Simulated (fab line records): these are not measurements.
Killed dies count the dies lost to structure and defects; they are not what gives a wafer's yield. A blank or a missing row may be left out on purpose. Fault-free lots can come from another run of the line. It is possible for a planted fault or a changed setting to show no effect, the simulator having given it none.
Matching of chambers :: flow nand harc :: pecvd-02 running NHARC_P_M2_PRE_CLEAN_32: 3 sister chambers
The step time 12 s. 14 wafers are shown with their chamber, then 7 later ones without.

WAFERS WITH THEIR CHAMBER
wafer: L074.1
chamber: 1
heater power w (W): 543

wafer: L074.2
chamber: 0
heater power w (W): 832

wafer: L074.6
chamber: 0
heater power w (W): 841

wafer: L076.2
chamber: 0
heater power w (W): 826

wafer: L076.3
chamber: 2
heater power w (W): 653

wafer: L076.4
chamber: 1
heater power w (W): 567

wafer: L080.1
chamber: 2
heater power w (W): 612

wafer: L080.4
chamber: 1
heater power w (W): 649

wafer: L080.6
chamber: 2
heater power w (W): 589

wafer: L082.1
chamber: 2
heater power w (W): 638

wafer: L082.2
chamber: 0
heater power w (W): 922

wafer: L082.4
chamber: 1
heater power w (W): 635

wafer: L085.2
chamber: 1
heater power w (W): 623

wafer: L085.4
chamber: 1
heater power w (W): 629

SIGNATURES (averages over the wafers above)
reading: heater power w
chamber 0: 855.25
chamber 1: 607.67
chamber 2: 623.00
scatter within a chamber: 39.8
Rule: a wafer's distance from a chamber is the root of the sum, over the readings, of the square of ((its reading less the chamber's mean) divided by the reading's scatter). If the next closest chamber is less than 2 further off than the closest, the wafer can't be placed; otherwise it belongs to the closest. The scatter is the square root of a quotient: the sum, over the shown wafers, of each reading's squared deviation from its chamber's mean, divided by wafers minus chambers.

WAFERS MISSING THEIR CHAMBER
wafer: L085.5
heater power w (W): 861

wafer: L090.1
heater power w (W): 932

wafer: L090.3
heater power w (W): 680

wafer: L090.5
heater power w (W): 682

wafer: L092.1
heater power w (W): 677

wafer: L092.2
heater power w (W): 863

wafer: L092.4
heater power w (W): 888

WHICH CHAMBER EACH WENT THROUGH
wafer: L085.5
from the rows above: 0
in truth: 0

wafer: L090.1
from the rows above: 0
in truth: 0

wafer: L090.3
from the rows above: can't be placed: 2 or 1
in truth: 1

wafer: L090.5
from the rows above: can't be placed: 2 or 1
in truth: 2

wafer: L092.1
from the rows above: can't be placed: 2 or 1
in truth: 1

wafer: L092.2
from the rows above: 0
in truth: 0

wafer: L092.4
from the rows above: 0
in truth: 0
Correctly placed: 4 of 7. From these rows, 3 cannot be placed; in 3 the true chamber is one of the candidates. 0 placed wrongly.
